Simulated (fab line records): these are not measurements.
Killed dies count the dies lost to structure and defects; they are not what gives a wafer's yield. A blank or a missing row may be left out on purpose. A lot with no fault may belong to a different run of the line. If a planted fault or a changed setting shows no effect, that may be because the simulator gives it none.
Which of the tools did it? | flow nand-harc | Sampling: 12 lots, 36 wafers, 2 of 1302 route steps

## WHAT THE GAUGES SHOWED, per wafer
NHARC_P_GATE_CD_MEAS_11: the cd target is 1640 nm.
lot  | measured     | on        | cd-nm (nm)
L075 | day 4 20:50  | cd-sem-03 | 1641.3 1641.8 1639.6
L077 | day 5 19:04  | cd-sem-03 | 1641.9 1636.4 1639.8
L079 | day 6 09:23  | cd-sem-01 | 1637.9 1642.5 1642.1
L081 | day 7 11:54  | cd-sem-03 | 1639.0 1637.9 1637.4
L083 | day 8 12:49  | cd-sem-03 | 1640.9 1638.2 1642.1
L085 | day 9 00:17  | cd-sem-03 | 1636.8 1639.9 1637.8
L087 | day 9 14:55  | cd-sem-03 | 1640.7 1640.8 1643.1
L089 | day 10 15:08 | cd-sem-01 | 1642.4 1644.6 1643.1
L091 | day 11 18:52 | cd-sem-03 | 1641.3 1640.4 1635.8
L093 | day 12 07:32 | cd-sem-02 | 1639.7 1636.5 1642.9
L095 | day 13 03:23 | cd-sem-01 | 1638.1 1637.0 1640.3
L097 | day 13 16:46 | cd-sem-02 | 1637.6 1641.2 1642.8

## EACH LOT AND THE TOOL THAT RAN IT (in order: tool; ch and the chambers of the sampled wafers; start)
lot  | NHARC_P_ZERO_WELL_DESCUM_13
L075 | rie-diel-04 ch 0,1,2, day 2 07:32
L077 | rie-diel-12 ch 1,2, day 3 03:32
L079 | rie-diel-12 ch 0,1,2, day 3 23:26
L081 | rie-diel-04 ch 2,3, day 4 19:17
L083 | rie-diel-05 ch 0,1,3, day 5 15:25
L085 | rie-diel-12 ch 1,2,3, day 6 11:25
L087 | rie-diel-04 ch 0,1,3, day 7 07:25
L089 | rie-diel-04 ch 0,1,3, day 8 03:16
L091 | rie-diel-05 ch 0,1,2, day 8 23:23
L093 | rie-diel-04 ch 1,2,3, day 9 19:29
L095 | rie-diel-04 ch 0,2,3, day 10 15:24
L097 | rie-diel-12 ch 0,2,3, day 11 11:22
- NHARC_P_ZERO_WELL_DESCUM_13: chemistry O2, time 3 s.

## THE ANSWER, worked out from the rows above alone
Rule: the lots themselves supply what counts as usual. The widest of any qualifying gaps counts: lots, ordered by their means at a reading, are off when they make up no more than a third of the lots, leave a main group of 4 or more, and stand apart from it by 3 or more times the standard deviation of that group's means. The tables above print the reading to a certain number of digits; a main group whose means all agree to those digits is not used. Also off: a lot with no number at a reading for which 4 or more lots have one. Any other lot the step has rows for is counted as sound.
Nothing can be told from this: no lot is off at any reading shown.

## WHAT WAS PUT IN BY THE SIMULATOR
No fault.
